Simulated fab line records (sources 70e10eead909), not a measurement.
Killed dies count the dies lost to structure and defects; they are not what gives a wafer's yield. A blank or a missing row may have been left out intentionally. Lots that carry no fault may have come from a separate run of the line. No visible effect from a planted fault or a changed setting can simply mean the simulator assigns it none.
Which of the tools did it?	flow nand-harc	Sampling: 13 lots, 39 wafers, 5 of 1159 route steps

== WHAT THE GAUGES READ, wafer by wafer ==
NHARC_P_BONDPAD_CD_MEAS_13. Usual: cd-nm reads 499.1 nm (standard deviation 1.9).
lot	measured	on	cd-nm (nm)	flag
L910	day 6 04:42	cd-sem-01	497.1 499.4 496.1	
L912	day 7 03:28	cd-sem-02	495.6 498.4 499.0	
L915	day 7 18:11	cd-sem-03	496.9 498.7 494.5	
L914	day 7 18:58	cd-sem-02	498.8 500.5 499.7	
L916	day 8 00:40	cd-sem-02	495.1 494.3 498.2	
L917	day 8 08:39	cd-sem-02	502.0 503.0 499.0	
L924	day 9 23:19	cd-sem-01	501.0 500.6 502.7	
L925	day 10 06:04	cd-sem-03	498.9 496.2 499.4	
L929	day 11 03:23	cd-sem-02	498.3 499.1 500.6	
L930	day 11 12:53	cd-sem-03	498.5 503.0 500.9	
L932	day 11 13:40	cd-sem-02	499.5 499.6 500.8	
L931	day 11 14:25	cd-sem-03	500.9 500.1 500.1	
L933	day 12 01:38	cd-sem-03	503.0 499.7 499.2	

NHARC_A_SOURCE_PLATE_THK_MEAS_06: measures by ellipsometry. Usual: thk-nm reads 199.7 nm (standard deviation 2.2).
lot	measured	on	thk-nm (nm)	flag
L910	day 7 05:27	film-metro-02	202.1 204.3 204.4	
L912	day 8 06:20	film-metro-01	200.3 198.6 201.6	
L915	day 8 22:35	film-metro-02	196.8 198.4 196.4	
L914	day 8 22:35	film-metro-01	198.9 198.8 201.2	
L916	day 9 03:58	film-metro-01	194.1 198.3 199.6	
L917	day 9 11:26	film-metro-01	201.4 200.0 203.1	
L924	day 11 00:58	film-metro-02	199.9 199.4 201.0	
L925	day 11 10:35	film-metro-02	199.8 202.0 200.3	
L929	day 12 03:07	film-metro-01	196.5 199.6 198.0	
L930	day 12 16:06	film-metro-02	199.3 200.3 200.6	
L932	day 12 16:05	film-metro-01	198.3 197.9 198.5	
L931	day 12 16:05	film-metro-02	204.9 199.4 202.3	
L933	day 13 06:21	film-metro-01	198.1 197.4 200.1	

NHARC_END_SORT_01. Usual: killed-at-array 29, standard deviation 13; killed-at-other 0.7, standard deviation 1; killed-at-periphery 3.2, standard deviation 2.3; killed-dies 33, standard deviation 13; killed-open 3.3, standard deviation 1.7; killed-short 2.0, standard deviation 1.5.
lot	measured	on	killed-at-array	killed-at-other	killed-at-periphery	killed-dies	killed-open	killed-short	flag
L924	day 23 01:42	prober-01	670 670 671	3 3 4	4 4 2	677 677 677	5 6 3	5 2 1	OFF
L925	day 23 02:31	prober-02	676 672 675	0 0 0	1 5 2	677 677 677	3 4 3	1 3 1	OFF

== WHICH TOOL RAN EACH LOT (tool, then ch and the chambers of the sampled wafers, then the start) ==
lot	NHARC_A_ZERO_WELL_DESCUM_12	NHARC_A_ONON_D1_DEP_12
L910	rie-diel-03 ch 0,3, day 6 08:26	pecvd-onon-03 ch 0, day 7 08:11
L912	rie-diel-03 ch 1,2, day 7 07:17	pecvd-onon-03 ch 0, day 8 08:54
L915	rie-diel-12 ch 1,2,3, day 7 22:04	pecvd-onon-01 ch 0, day 9 00:59
L914	rie-diel-03 ch 0,1,3, day 7 22:49	pecvd-onon-03 ch 0, day 9 01:10
L916	rie-diel-02 ch 0,2,3, day 8 04:27	pecvd-onon-04 ch 0, day 9 06:24
L917	rie-diel-03 ch 1,2, day 8 12:18	pecvd-onon-04 ch 0, day 9 13:58
L924	rie-diel-12 ch 0,2,3, day 10 03:04	pecvd-onon-03, day 11 03:22
L925	rie-diel-02 ch 0,1, day 10 09:47	pecvd-onon-03, day 11 13:05
L929	rie-diel-03 ch 1,3, day 11 06:58	pecvd-onon-04 ch 0, day 12 05:30
L930	rie-diel-03 ch 0,2,3, day 11 16:29	pecvd-onon-03 ch 0, day 12 18:31
L932	rie-diel-12 ch 0,2,3, day 11 17:20	pecvd-onon-01 ch 0, day 12 18:31
L931	rie-diel-03 ch 1,2, day 11 18:27	pecvd-onon-04 ch 0, day 12 18:37
L933	rie-diel-03 ch 0,2, day 12 05:24	pecvd-onon-03 ch 0, day 13 08:53
- NHARC_A_ZERO_WELL_DESCUM_12: chemistry O2, time 3 s.
- NHARC_A_ONON_D1_DEP_12: target thk 1000 nm.

== WHAT THE TOOLS THEMSELVES READ (means of the sampled wafers that have a number; where no wafer has one, the mark that the record gives instead) ==
NHARC_A_ZERO_WELL_DESCUM_12. Usual: drypump-motor-current-A 5.6 A, standard deviation 0.51; oes-product-au 1.001 a.u., standard deviation 0.0096; rf-vpp-V 57.8 V, standard deviation 0.94; showerhead-plenum-p-Torr 1.92 Torr, standard deviation 0.098; throttle-valve-pct 11.311 %, standard deviation 0.0094.
lot	tool	drypump-motor-current-A (A)	oes-product-au (a.u.)	rf-vpp-V (V)	showerhead-plenum-p-Torr (Torr)	throttle-valve-pct (%)	flag
L910	rie-diel-03	5.8	1.015	58.3	1.91	11.309	
L912	rie-diel-03	5.2	1.006	57.0	1.84	11.306	
L915	rie-diel-12	5.6	0.997	57.4	2.00	11.304	
L914	rie-diel-03	5.5	1.004	58.2	1.88	11.316	
L916	rie-diel-02	5.2	1.001	57.1	1.88	11.304	
L917	rie-diel-03	5.2	1.002	57.1	1.84	11.310	
L924	rie-diel-12	5.9	1.000	57.7	2.02	11.309	
L925	rie-diel-02	5.7	1.012	58.5	1.89	11.307	
L929	rie-diel-03	5.3	0.989	57.4	1.84	11.311	
L930	rie-diel-03	5.9	1.001	57.7	1.94	11.314	
L932	rie-diel-12	5.9	1.002	58.5	2.02	11.312	
L931	rie-diel-03	5.6	1.001	57.7	1.89	11.312	
L933	rie-diel-03	6.0	1.000	57.3	1.98	11.311	

NHARC_A_ONON_D1_DEP_12. Usual: n2-flow-sccm 2751 sccm, standard deviation 8.5; n2o-flow-sccm 2001 sccm, standard deviation 5.9; susceptor-temp-C 400.01 C, standard deviation 0.24.
lot	tool	n2-flow-sccm (sccm)	n2o-flow-sccm (sccm)	susceptor-temp-C (C)	flag
L910	pecvd-onon-03	2761	2003	399.74	
L912	pecvd-onon-03	2746	2002	399.92	
L915	pecvd-onon-01	2753	2001	399.74	
L914	pecvd-onon-03	2756	2009	400.10	
L916	pecvd-onon-04	2739	2007	399.89	
L917	pecvd-onon-04	2762	2003	400.45	
L924	pecvd-onon-03	-	-	-	OFF
L925	pecvd-onon-03	-	-	-	OFF
L929	pecvd-onon-04	2742	2004	399.84	
L930	pecvd-onon-03	2751	2002	399.90	
L932	pecvd-onon-01	2745	1999	399.88	
L931	pecvd-onon-04	2751	1994	399.79	
L933	pecvd-onon-03	2755	1990	400.03	

== THE ANSWER, worked out from the rows above alone ==
Rule: a lot is off if the mean of its wafers that have a number lies more than 3 standard deviations from the usual mean. A lot without any number at a reading at which 4 lots or more have one is off too. Where the step has rows for the other lots, those lots are counted as sound. First the gauges in route order, then the tools' own readings, where a lot's mean is used as printed above. At the first step where some lot is off, the reading lying furthest off is the one used; lots without a number count as furthest.
Off, at NHARC_END_SORT_01 on killed-at-array: L924, L925. Neither off nor sound, because the step has no rows for them: L910, L912, L915, L914, L916, L917, L929, L930, L932, L931, L933.
If a tool, at a process step before that reading, ran all the lots that are off and no sound lot after the first of them, it fits. Not tried: the gauges at NHARC_END_SORT_01; whatever is off there is also off at NHARC_A_ONON_D1_DEP_12, on other tools, and gauge error can't account for it. One fits: NHARC_A_ONON_D1_DEP_12 on pecvd-onon-03. It ran no sound lot before its first lot that is off in this sample, so the start can't be narrowed down.

== WHAT HAD BEEN PUT IN BY THE SIMULATOR ==
Whole step skipped at NHARC_A_ONON_D1_DEP_12 on pecvd-onon-03, starting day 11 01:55. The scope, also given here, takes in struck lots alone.
Struck lots among those shown: L924, L925. The rule above reached the same finding.
